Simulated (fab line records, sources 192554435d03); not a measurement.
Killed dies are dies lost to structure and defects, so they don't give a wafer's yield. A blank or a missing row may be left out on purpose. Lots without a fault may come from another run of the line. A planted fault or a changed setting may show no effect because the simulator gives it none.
fab line records | flow n5_finfet
record lots=7 wafers=39
route steps=1938 shown BEOL_M0_SAQP@636 BEOL_M3@980 BEOL_M7@1263 BEOL_M11@1575
start_h: hours from the record's first day to the start of the lot's first wafer shown | wait_h: hours since the lot's step before | " the same as in the row above | L1.1+2: a row that stands for several wafers | - no value, or no start given | * or withheld: withheld | < > ~ a bound
route shown NAME@n: a module of which the file shows steps, and the number in the route of the first | usual: mean/standard deviation of fault-free wafers | same: alike in all rows | chamber/n: place in a boat | sites: the reading at each site | _std_site: their standard deviation | _edge_site: outer sites' mean less inner sites' | radius_mm: how far each site lies from the wafer's centre | mask NAME#n: copy n | behind: the tool/chamber that last shaped the wafer | hold: why the lot was held/for how many hours/how that ended | device: the transistor (n, p or np) that didn't switch | end of line: the same wafers' tests at the end of the route | a step without rows: its recipe alone | killed: dies lost to structure and defects at the first sort, not the wafer's yield | map: a wafer's dies, x killed, . not, _ none there
set.NAME: the setting as run; set.NAME@STEP: as run at that earlier step | model.NAME: the simulator's own value behind a step, which no gauge read
lots whose settings were changed on purpose; a table a step, a row a wafer
## steps
# step N5_BEOL_M0_SAQP_PECVD_96
# recipe material=a-Si target_thk_a=450 temp_c=350 precursor=SiH4/He pressure_torr=3 rf_w=100 time_s=45.2
# columns lot.wafer tool chamber start_h wait_h set.time_s model.a-Si_of_BEOL_M0_SAQP_PECVD_96.thk_nm
L074.1 pecvd-04 2 106.24 0.0 45.2 44.2
L074.2+5 " 1,0 " " 31.3 30.8
L074.3 " 0 " " 31.3 30.4
L074.4+6 " 2,1 " " 45.2 44.6
L080.1+6 pecvd-01 2,1 143.84 0.0 45.2 45.4
L080.4 " 2 " " 45.2 45.6
L087.1 pecvd-04 1 184.90 0.0 45.2 44.8
L087.2 " 2 " " 69.25 68.4
L087.3 " 0 " " 69.25 69.2
L087.4 " 0 " " 69.25 70
L087.5 " 1 " " 45.2 45.4
L087.6 " 2 " " 45.2 45
L088.1 pecvd-04 2 199.23 0.0 71.72 70.8
L088.2 " 1 " " 45.2 45
L088.3 " 0 " " 45.2 44.6
L088.4 " 0 " " 45.2 45.6
L088.5 " 1 " " 71.72 72
L088.6 " 2 " " 71.72 72.2
L090.1+2 pecvd-04 1,2 206.10 0.0 45.2 44.6
L090.3+6 " 0,1 " " 45.2 45
L090.4 " 2 " " 45.2 45.6
L090.5 " 0 " " 45.2 45.8
L095.1 pecvd-01 0 236.90 0.0 45.2 44.2
L095.2+5 " 1,2 " " 25.22 24.4
L095.3 " 2 " " 25.22 24.6
L095.4+6 " 1,0 " " 45.2 44.6
L096.1 pecvd-03 1 242.54 0.0 45.2 45.6
L096.2 " 2 " " 62.72 63
L096.3 " 0 " " 45.2 46
L096.4 " 2 " " 45.2 45.2
L096.5 " 1 " " 62.72 63.4
L096.6 " 0 " " 62.72 63.6
# step N5_BEOL_M0_SAQP_PECVD_97
# recipe material=SiNx target_thk_a=230 temp_c=350 precursor=SiH4/NH3/N2 pressure_torr=1.5 rf_w=300 time_s=19.9
# step N5_BEOL_M0_SAQP_PECVD_04
# recipe material=a-Si target_thk_a=600 temp_c=350 precursor=SiH4/He pressure_torr=3 rf_w=100 time_s=60.2
# step N5_BEOL_M0_SAQP_ETCH_101
# recipe chemistry=CH3F/O2 target=SiNx mask_material=SiO2 target_depth_a=299 time_s=42.7 pressure_mtorr=30 source_w=395 bias_w=73 Ar_flow_sccm=150 CH3F_flow_sccm=30 O2_flow_sccm=20 ion_energy_ev=120
# step N5_BEOL_M0_SAQP_ETCH_102
# recipe chemistry=CF4 target=SiO2 target_depth_a=40 ion_energy_ev=350 time_s=4.4 pressure_mtorr=10 icp_w=800 bias_w=400 cf4_flow_sccm=80
# step N5_BEOL_M0_SAQP_MANDREL_ETCH_103
# recipe chemistry=HBr/Cl2 target=a-Si target_depth_a=450 bt_time_s=10 stop_on=SiCN mask_material=SiO2 over_etch_frac=0.8 time_s=27 pressure_mtorr=10 icp_w=800 bias_w=75 HBr_flow_sccm=150 Cl2_flow_sccm=80 ends=end_point
# usual oes_product_au=0.687/0.0079
# columns lot.wafer tool chamber start_h wait_h set.time_s@BEOL_M0_SAQP_PECVD_96 oes_product_au model.etch.depth_nm
L074.1 rie_si-01 2 108.74 0.0 45.2 0.686 44.12
L074.2 " 1 " " 31.3 0.563 30.72
L074.3 " 3 " " 31.3 0.542 30.4
L074.4 " 0 " " 45.2 0.685 44.63
L074.5 " 3 " " 31.3 0.562 30.88
L074.6 " 0 " " 45.2 0.691 44.66
L080.1 rie_si-01 0 146.46 0.0 45.2 0.701 45.3
L080.4 " 1 " " 45.2 0.689 45.67
L080.6 " 0 " " 45.2 0.690 45.38
L087.1 rie_si-06 2 188.88 0.0 45.2 0.678 44.87
L087.2 " 1 " " 69.25 0.901 68.43
L087.3 " 0 " " 69.25 0.904 69.22
L087.4 " 1 " " 69.25 0.907 69.98
L087.5 " 0 " " 45.2 0.691 45.35
L087.6 " 2 " " 45.2 0.677 44.94
L088.1 rie_si-05 0 201.72 0.0 71.72 0.932 70.87
L088.2 " 2 " " 45.2 0.680 45.05
L088.3 " 3 " " 45.2 0.687 44.66
L088.4 " 1 " " 45.2 0.685 45.62
L088.5 " 0 " " 71.72 0.941 72.05
L088.6 " 1 " " 71.72 0.920 72.19
L090.1 rie_si-06 0 208.50 0.0 45.2 0.685 44.65
L090.2 " 2 " " 45.2 0.667 44.69
L090.3 " 1 " " 45.2 0.684 44.92
L090.4 " 3 " " 45.2 0.690 45.59
L090.5 " 1 " " 45.2 0.688 45.74
L090.6 " 2 " " 45.2 0.677 45.09
L095.1 rie_si-01 2 239.71 0.0 45.2 0.693 44.19
L095.2 " 3 " " 25.22 0.503 24.38
L095.3 " 1 " " 25.22 0.510 24.6
L095.4 " 0 " " 45.2 0.689 44.63
L095.5 " 2 " " 25.22 0.503 24.43
L095.6 " 3 " " 45.2 0.679 44.62
L096.1 rie_si-06 0 244.91 0.0 45.2 0.694 45.62
L096.2 " 2 " " 62.72 0.838 63.09
L096.3 " 3 " " 45.2 0.702 45.96
L096.4 " 1 " " 45.2 0.699 45.19
L096.5 " 1 " " 62.72 0.856 63.5
L096.6 " 0 " " 62.72 0.861 63.68
# step N5_BEOL_M3_TRENCH_ETCH_37
# recipe chemistry=C4F6/O2 target_depth_a=555.55 target=SiOC time_s=29.2 ion_energy_ev=250 pressure_mtorr=30 source_w=355 bias_w=185 Ar_flow_sccm=300 C4F6_flow_sccm=10 O2_flow_sccm=10
# columns lot.wafer tool chamber start_h wait_h set.target_depth_a model.etch.depth_nm model.BEOL_M3.feature_depth_nm model.TiN_of_BEOL_M3_HM_DEP_02.thk_nm
L074.1 rie_diel-03 0 - - 818.5 81.07 81 16.2
L074.2 " 2 " " 555.55 54.87 54.8 17.4
L074.3 " 1 " " 818.5 82.26 82.2 16.2
L074.4 " 3 " " 555.55 55.11 55.2 17.4
L074.5 " 3 " " 818.5 81.42 81.4 16.2
L074.6 " 0 " " 555.55 54.56 54.6 17.4
L080.1 rie_diel-03 2 - - 555.55 54.59 54.6 17.8
L080.4 " 0 " " 555.55 55.07 55 17.6
L080.6 " 3 " " 555.55 55.61 55.6 18
L087.1 rie_diel-03 1 - - 840.7 85.31 85.4 16.6
L087.2 " 0 " " 555.55 54.9 55 18
L087.3 " 3 " " 555.55 55.12 55.2 17.8
L087.4 " 2 " " 840.7 84.18 84.2 16.6
L087.5 " 2 " " 840.7 83.68 83.6 16.6
L087.6 " 3 " " 555.55 55.41 55.4 18
L088.1 rie_diel-05 1 - - 790.4 81.09 81 16.6
L088.2 " 2 " " 555.55 54.69 54.6 17.8
L088.3 " 0 " " 790.4 80.7 80.6 16.6
L088.4 " 3 " " 555.55 55.51 55.6 17.6
L088.5 " 2 " " 555.55 55.37 55.4 17.8
L088.6 " 1 " " 790.4 80.27 80.2 16.6
L090.1 rie_diel-05 2 - - 555.55 54.47 54.4 17.6
L090.2 " 0 " " 313.1 31.63 31.6 18.6
L090.3 " 1 " " 555.55 56.15 56.2 17.6
L090.4 " 3 " " 313.1 31.51 31.6 18.6
L090.5 " 2 " " 555.55 54.99 55 17.8
L090.6 " 1 " " 313.1 31.78 31.8 18.8
L095.1 rie_diel-01 0 - - 672.1 69.06 69 17.2
L095.2 " 3 " " 672.1 70.07 70 17.2
L095.3 " 1 " " 555.55 57.17 57.2 17.6
L095.4 " 1 " " 672.1 68.74 68.8 17.2
L095.5 " 0 " " 555.55 57.79 57.8 17.6
L095.6 " 3 " " 555.55 57.52 57.6 17.6
L096.1 rie_diel-05 1 - - 555.55 56.47 56.4 17.4
L096.2 " 0 " " 555.55 56.08 56 17.6
L096.3 " 2 " " 555.55 54.59 54.6 17.6
L096.4 " 3 " " 555.55 54.91 55 17.6
L096.5 " 2 " " 555.55 53.92 54 17.4
L096.6 " 3 " " 555.55 55.17 55.2 17.6
# step N5_BEOL_M3_ETCH_41
# recipe chemistry=CH3F/O2 target=SiCN target_depth_a=299 taper_deg=2 time_s=52.5 ion_energy_ev=120 mask_material=TiN pressure_mtorr=30 source_w=395 bias_w=75 Ar_flow_sccm=150 CH3F_flow_sccm=30 O2_flow_sccm=20
# step N5_BEOL_M3_STRIP_97
# recipe chemistry=N2/H2 time_s=10 power_w=450 temp_c=40 pressure_mtorr=20 rf_frequency_hz=6e+07 bias_power_w=7 n2_flow_sccm=200 h2_flow_sccm=200
# step N5_BEOL_M3_OCD_MEAS_38
# usual trench_depth_nm=55.7/0.91
# columns lot.wafer tool chamber start_h wait_h set.target_depth_a@BEOL_M3_TRENCH_ETCH_37 trench_depth_nm
L074.1 ocd-02 - 154.41 - 818.5 81.1
L074.2 " - " " 555.55 55.2
L074.3 " - " " 818.5 82.2
L074.4 " - " " 555.55 55.6
L074.5 " - " " 818.5 81.0
L074.6 " - " " 555.55 54.5
L080.1 ocd-01 - 187.99 - 555.55 54.9
L080.4 " - " " 555.55 55.4
L080.6 " - " " 555.55 55.0
L087.1 ocd-01 - 233.47 - 840.7 85.4
L087.2 " - " " 555.55 55.1
L087.3 " - " " 555.55 55.2
L087.4 " - " " 840.7 83.6
L087.5 " - " " 840.7 84.0
L087.6 " - " " 555.55 55.3
L088.1 ocd-01 - 238.85 - 790.4 81.2
L088.2 " - " " 555.55 55.2
L088.3 " - " " 790.4 80.6
L088.4 " - " " 555.55 55.6
L088.5 " - " " 555.55 55.2
L088.6 " - " " 790.4 79.6
L090.1 ocd-02 - 242.53 - 555.55 54.6
L090.2 " - " " 313.1 31.5
L090.3 " - " " 555.55 56.2
L090.4 " - " " 313.1 31.9
L090.5 " - " " 555.55 55.2
L090.6 " - " " 313.1 31.8
L095.1 ocd-02 - 277.61 - 672.1 68.6
L095.2 " - " " 672.1 70.2
L095.3 " - " " 555.55 57.3
L095.4 " - " " 672.1 69.2
L095.5 " - " " 555.55 57.9
L095.6 " - " " 555.55 57.3
L096.1 ocd-02 - 284.21 - 555.55 57.0
L096.2 " - " " 555.55 55.6
L096.3 " - " " 555.55 55.4
L096.4 " - " " 555.55 54.7
L096.5 " - " " 555.55 54.0
L096.6 " - " " 555.55 55.5
# step N5_BEOL_M7_ILD_DEP_00
# recipe material=SiCOH_lowk target_thk_a=1797.5 temp_c=300 precursor=DEMS/porogen pressure_torr=5 rf_w=500 time_s=33.4
# columns lot.wafer tool chamber start_h wait_h set.time_s model.SiCOH_lowk_of_BEOL_M7_ILD_DEP_00.thk_nm
L074.1 pecvd-03 1 190.36 0.0 33.4 180.2
L074.2 " 0 " " 48.09 255.6
L074.3 " 2 " " 33.4 178.6
L074.4 " 0 " " 48.09 258.4
L074.5 " 1 " " 48.09 258.8
L074.6 " 2 " " 33.4 181.8
L080.1 pecvd-03 0 219.84 0.0 33.4 178.2
L080.4 " 1 " " 33.4 180.8
L080.6 " 2 " " 33.4 182.2
L087.1 pecvd-04 2 267.43 0.0 27.06 143.6
L087.2 " 1 " " 27.06 144.4
L087.3 " 0 " " 33.4 178
L087.4 " 1 " " 33.4 180.6
L087.5 " 2 " " 33.4 180.2
L087.6 " 0 " " 27.06 146.4
L088.1 pecvd-01 0 275.25 0.0 26.51 142.8
L088.2 " 2 " " 26.51 141
L088.3 " 0 " " 26.51 145.2
L088.4+5 " 2 " " 33.4 178.4
L088.6 " 0 " " 33.4 181.6
L090.1 pecvd-04 1 276.83 0.0 33.4 175.4
L090.2 " 2 " " 41.82 218
L090.3 " 0 " " 33.4 177.8
L090.4 " 0 " " 33.4 180.6
L090.5 " 1 " " 41.82 225.4
L090.6 " 2 " " 41.82 223.4
L095.1 pecvd-03 0 310.92 0.0 33.4 176.6
L095.2 " 2 " " 39.84 210
L095.3 " 1 " " 33.4 179.8
L095.4 " 0 " " 39.84 215
L095.5 " 2 " " 39.84 215.4
L095.6 " 1 " " 33.4 179.4
L096.1 pecvd-01 0 321.19 0.0 44.64 236
L096.2 " 1 " " 33.4 179
L096.3 " 2 " " 33.4 178
L096.4 " 0 " " 33.4 180.2
L096.5 " 2 " " 44.64 238.8
L096.6 " 1 " " 44.64 240.4
# step N5_BEOL_M7_CURE_74
# recipe temp_c=385 time_s=240 ambient=He/Ar material=SiCOH_lowk
# columns lot.wafer tool chamber start_h wait_h set.time_s@BEOL_M7_ILD_DEP_00 model.SiCOH_lowk_of_BEOL_M7_ILD_DEP_00.thk_nm
L074.1 uv_cure-02 2 190.43 0.0 33.4 155.4
L074.2 " 2 " " 48.09 221.2
L074.3 " 2 " " 33.4 154
L074.4 " 2 " " 48.09 223.8
L074.5 " 2 " " 48.09 224.2
L074.6 " 2 " " 33.4 156.8
L080.1 uv_cure-01 2 219.90 0.0 33.4 153.6
L080.4 " 2 " " 33.4 155.8
L080.6 " 2 " " 33.4 157.2
L087.1 uv_cure-03 2 267.49 0.0 27.06 123.6
L087.2 " 2 " " 27.06 124.2
L087.3 " 2 " " 33.4 153.6
L087.4 " 2 " " 33.4 155.8
L087.5 " 2 " " 33.4 155.4
L087.6 " 2 " " 27.06 126
L088.1 uv_cure-01 1 275.34 0.1 26.51 123
L088.2 " 1 " " 26.51 121.4
L088.3 " 1 " " 26.51 125
L088.4+5 " 1 " " 33.4 153.8
L088.6 " 1 " " 33.4 156.6
L090.1 uv_cure-03 2 276.90 0.0 33.4 151.2
L090.2 " 2 " " 41.82 188.4
L090.3 " 2 " " 33.4 153.4
L090.4 " 2 " " 33.4 155.6
L090.5 " 2 " " 41.82 194.8
L090.6 " 2 " " 41.82 193
L095.1 uv_cure-03 1 310.99 0.0 33.4 152.4
L095.2 " 1 " " 39.84 181.4
L095.3 " 1 " " 33.4 155
L095.4 " 1 " " 39.84 185.8
L095.5 " 1 " " 39.84 186.2
L095.6 " 1 " " 33.4 154.6
L096.1 uv_cure-02 1 321.25 0.0 44.64 204.2
L096.2 " 1 " " 33.4 154.4
L096.3 " 1 " " 33.4 153.6
L096.4 " 1 " " 33.4 155.4
L096.5 " 1 " " 44.64 206.6
L096.6 " 1 " " 44.64 208
# step N5_BEOL_M7_THK_MEAS_01
# recipe reads=SiCOH_lowk_of_BEOL_M7_ILD_DEP_00
# usual M7_ILD_THK=155.0/1.9
# columns lot.wafer tool chamber start_h wait_h set.time_s@BEOL_M7_ILD_DEP_00 M7_ILD_THK[nm]
L074.1 film_metro-01 - 191.42 0.8 33.4 155.5
L074.2 " - " " 48.09 221.3
L074.3 " - " " 33.4 154.0
L074.4 " - " " 48.09 223.9
L074.5 " - " " 48.09 224.3
L074.6 " - " " 33.4 156.9
L080.1 film_metro-02 - 220.42 0.4 33.4 153.7
L080.4 " - " " 33.4 156.0
L080.6 " - " " 33.4 157.2
L087.1 film_metro-02 - 268.01 0.4 27.06 123.5
L087.2 " - " " 27.06 124.1
L087.3 " - " " 33.4 153.5
L087.4 " - " " 33.4 155.6
L087.5 " - " " 33.4 155.3
L087.6 " - " " 27.06 126.0
L088.1 film_metro-02 - 275.85 0.4 26.51 122.9
L088.2 " - " " 26.51 121.3
L088.3 " - " " 26.51 125.0
L088.4 " - " " 33.4 153.8
L088.5 " - " " 33.4 153.9
L088.6 " - " " 33.4 156.6
L090.1 film_metro-02 - 277.41 0.4 33.4 151.1
L090.2 " - " " 41.82 188.5
L090.3 " - " " 33.4 153.3
L090.4 " - " " 33.4 155.9
L090.5 " - " " 41.82 194.9
L090.6 " - " " 41.82 193.2
L095.1 film_metro-02 - 311.50 0.4 33.4 152.2
L095.2 " - " " 39.84 181.4
L095.3 " - " " 33.4 154.9
L095.4 " - " " 39.84 185.8
L095.5 " - " " 39.84 186.3
L095.6 " - " " 33.4 154.7
L096.1 film_metro-02 - 321.77 0.4 44.64 203.9
L096.2 " - " " 33.4 154.4
L096.3 " - " " 33.4 153.5
L096.4 " - " " 33.4 155.5
L096.5 " - " " 44.64 206.5
L096.6 " - " " 44.64 208.0
# step N5_BEOL_M7_VIA_ETCH_34
# recipe chemistry=C4F6/O2 target=SiCOH_lowk target_depth_a=1255 mask_material=SOC taper_deg=4 time_s=50.5 ion_energy_ev=250 pressure_mtorr=30 source_w=345 bias_w=185 Ar_flow_sccm=300 C4F6_flow_sccm=10 O2_flow_sccm=10
# columns lot.wafer tool chamber start_h wait_h set.time_s model.etch.depth_nm model.SOC_of_BEOL_M7_COAT_63.thk_nm model.BEOL_M7.cd_nm
L074.1 rie_diel-01 2 194.57 0.0 50.5 125 54.4 40.2
L074.2 " 1 " " 50.5 128.5 54 40.2
L074.3 " 0 " " 50.5 124 54.4 40.2
L074.4+6 " 2,0 " " 50.5 125.4 54.2 40.2
L074.5 " 1 " " 50.5 127.4 54 40.4
L080.1 rie_diel-05 0 225.50 0.0 50.5 126.9 53.4 40.2
L080.4 " 2 " " 50.5 124.3 53.4 39.8
L080.6 " 0 " " 50.5 127.5 53.6 40.4
L087.1 rie_diel-01 3 272.33 0.0 35.82 92.51 55.6 40
L087.2 " 1 " " 50.5 128.5 54 40.4
L087.3 " 2 " " 50.5 125.1 54.2 40.2
L087.4 " 0 " " 35.82 91.63 55.6 40.2
L087.5 " 0 " " 50.5 128.7 53.8 40.2
L087.6 " 1 " " 35.82 91.14 55.6 40.2
L088.1 rie_diel-01 0 280.74 0.0 75.88 192.2 51 40.4
L088.2 " 1 " " 50.5 126.5 54 39.8
L088.3 " 3 " " 50.5 129.4 54 39.8
L088.4 " 1 " " 75.88 190.6 51 40.6
L088.5 " 0 " " 75.88 192.6 50.8 40.6
L088.6 " 3 " " 50.5 128.8 54.2 39.8
L090.1 rie_diel-03 3 281.16 0.0 50.5 123.4 54.2 40
L090.2 " 1 " " 64.95 162.1 52 40.4
L090.3 " 2 " " 64.95 159.4 52.4 40.4
L090.4 " 1 " " 50.5 125.4 54 40
L090.5 " 2 " " 64.95 159 52.2 40.4
L090.6 " 3 " " 50.5 124.1 54.2 40
L095.1 rie_diel-01 0 316.13 0.0 50.5 129.2 53.6 39.6
L095.2 " 2 " " 75.36 186.5 50.8 40.6
L095.3 " 1 " " 75.36 189.4 50.4 40.4
L095.4 " 3 " " 50.5 129.1 53.6 39.8
L095.5 " 1 " " 50.5 127.1 53.6 40.2
L095.6 " 0 " " 75.36 190.5 50.6 40.4
L096.1 rie_diel-01 0 327.85 0.0 50.5 128.3 54 39.8
L096.2 " 3 " " 22.83 58.19 57.4 39.6
L096.3 " 1 " " 50.5 127.6 54 40.4
L096.4 " 2 " " 22.83 56.35 57.6 39.2
L096.5 " 1 " " 50.5 126.7 54 40.2
L096.6 " 0 " " 22.83 57.8 57.2 39.2
# step N5_BEOL_M11_VIA_ETCH_34
# recipe chemistry=C4F6/O2 target=SiCOH_lowk target_depth_a=1845 mask_material=SOC taper_deg=4 time_s=69.2 ion_energy_ev=250 pressure_mtorr=30 source_w=345 bias_w=185 Ar_flow_sccm=300 C4F6_flow_sccm=10 O2_flow_sccm=10
# columns lot.wafer tool chamber start_h wait_h set.time_s model.etch.depth_nm model.SOC_of_BEOL_M11_COAT_63.thk_nm
L074.1 rie_diel-05 2 229.61 0.0 69.2 181.4 92.2
L074.2 " 3 " " 35.92 95.16 95.8
L074.3 " 1 " " 69.2 186.2 91.6
L074.4 " 0 " " 69.2 185.8 92.2
L074.5 " 3 " " 35.92 95.17 95.6
L074.6 " 0 " " 35.92 96.54 95.8
L080.1 rie_diel-03 3 259.82 0.0 69.2 183.9 92.8
L080.4 " 0 " " 69.2 183.4 92.4
L080.6 " 1 " " 69.2 186.1 92.2
L087.1 rie_diel-05 1 302.90 0.0 69.2 189.3 91.6
L087.2 " 0 " " 69.2 185.1 92.4
L087.3 " 2 " " 69.2 181.8 91.6
L087.4 " 3 " " 69.2 184.5 92
L087.5 " 0 " " 69.2 186 91.6
L087.6 " 3 " " 69.2 184.6 92.2
L088.1 rie_diel-01 1 311.94 0.0 69.2 187.2 91.4
L088.2 " 2 " " 69.2 181.9 92
L088.3 " 0 " " 91.85 249.1 89
L088.4 " 3 " " 91.85 248.7 89
L088.5 " 0 " " 69.2 186.6 91.8
L088.6 " 1 " " 91.85 247.7 88.6
L090.1 rie_diel-01 2 312.41 0.0 69.2 184.2 92.2
L090.2 " 3 " " 69.2 190.9 91.8
L090.3 " 0 " " 69.2 188 92.2
L090.4 " 1 " " 31.63 85.28 96.8
L090.5 " 1 " " 31.63 85.59 96.8
L090.6 " 0 " " 31.63 85.66 96.6
L095.1 rie_diel-05 3 345.41 0.0 69.2 183.2 92.2
L095.2 " 1 " " 69.2 187.1 92
L095.3 " 0 " " 69.2 187.6 92
L095.4 " 2 " " 69.2 181.7 92
L095.5 " 0 " " 69.2 186.3 92.2
L095.6 " 1 " " 69.2 186.9 92.2
L096.1 rie_diel-03 2 358.95 0.0 69.2 179.6 92
L096.2 " 3 " " 93.82 244.8 89.6
L096.3 " 1 " " 93.82 248.8 88.8
L096.4 " 0 " " 69.2 189.9 91.4
L096.5 " 2 " " 69.2 180.4 92
L096.6 " 1 " " 93.82 249.3 88.4
## key
split step=N5_BEOL_M0_SAQP_PECVD_96 setting=time_s stated=45.2 by=wafer
response step=N5_BEOL_M0_SAQP_PECVD_96 reading=model.a-Si_of_BEOL_M0_SAQP_PECVD_96.thk_nm change=+0.453 per=1% r=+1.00
response step=N5_BEOL_M0_SAQP_MANDREL_ETCH_103 reading=oes_product_au change=+0.00415 per=1% r=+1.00
response step=N5_BEOL_M0_SAQP_MANDREL_ETCH_103 reading=model.etch.depth_nm change=+0.454 per=1% r=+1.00
split step=N5_BEOL_M3_TRENCH_ETCH_37 setting=target_depth_a stated=555.55 by=wafer
response step=N5_BEOL_M3_TRENCH_ETCH_37 reading=model.etch.depth_nm change=+0.569 per=1% r=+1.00
response step=N5_BEOL_M3_TRENCH_ETCH_37 reading=model.BEOL_M3.feature_depth_nm change=+0.567 per=1% r=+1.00
response step=N5_BEOL_M3_TRENCH_ETCH_37 reading=model.TiN_of_BEOL_M3_HM_DEP_02.thk_nm change=-0.025 per=1% r=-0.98
response step=N5_BEOL_M3_OCD_MEAS_38 reading=trench_depth_nm change=+0.564 per=1% r=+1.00
split step=N5_BEOL_M7_ILD_DEP_00 setting=time_s stated=33.4 by=wafer
response step=N5_BEOL_M7_ILD_DEP_00 reading=model.SiCOH_lowk_of_BEOL_M7_ILD_DEP_00.thk_nm change=+1.77 per=1% r=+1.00
response step=N5_BEOL_M7_CURE_74 reading=model.SiCOH_lowk_of_BEOL_M7_ILD_DEP_00.thk_nm change=+1.55 per=1% r=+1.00
response step=N5_BEOL_M7_THK_MEAS_01 reading=M7_ILD_THK change=+1.55 per=1% r=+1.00
split step=N5_BEOL_M7_VIA_ETCH_34 setting=time_s stated=50.5 by=wafer
response step=N5_BEOL_M7_VIA_ETCH_34 reading=model.etch.depth_nm change=+1.26 per=1% r=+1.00
response step=N5_BEOL_M7_VIA_ETCH_34 reading=model.SOC_of_BEOL_M7_COAT_63.thk_nm change=-0.0617 per=1% r=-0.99
response step=N5_BEOL_M7_VIA_ETCH_34 reading=model.BEOL_M7.cd_nm change=+0.0131 per=1% r=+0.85
split step=N5_BEOL_M11_VIA_ETCH_34 setting=time_s stated=69.2 by=wafer
response step=N5_BEOL_M11_VIA_ETCH_34 reading=model.etch.depth_nm change=+1.87 per=1% r=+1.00
response step=N5_BEOL_M11_VIA_ETCH_34 reading=model.SOC_of_BEOL_M11_COAT_63.thk_nm change=-0.0828 per=1% r=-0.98
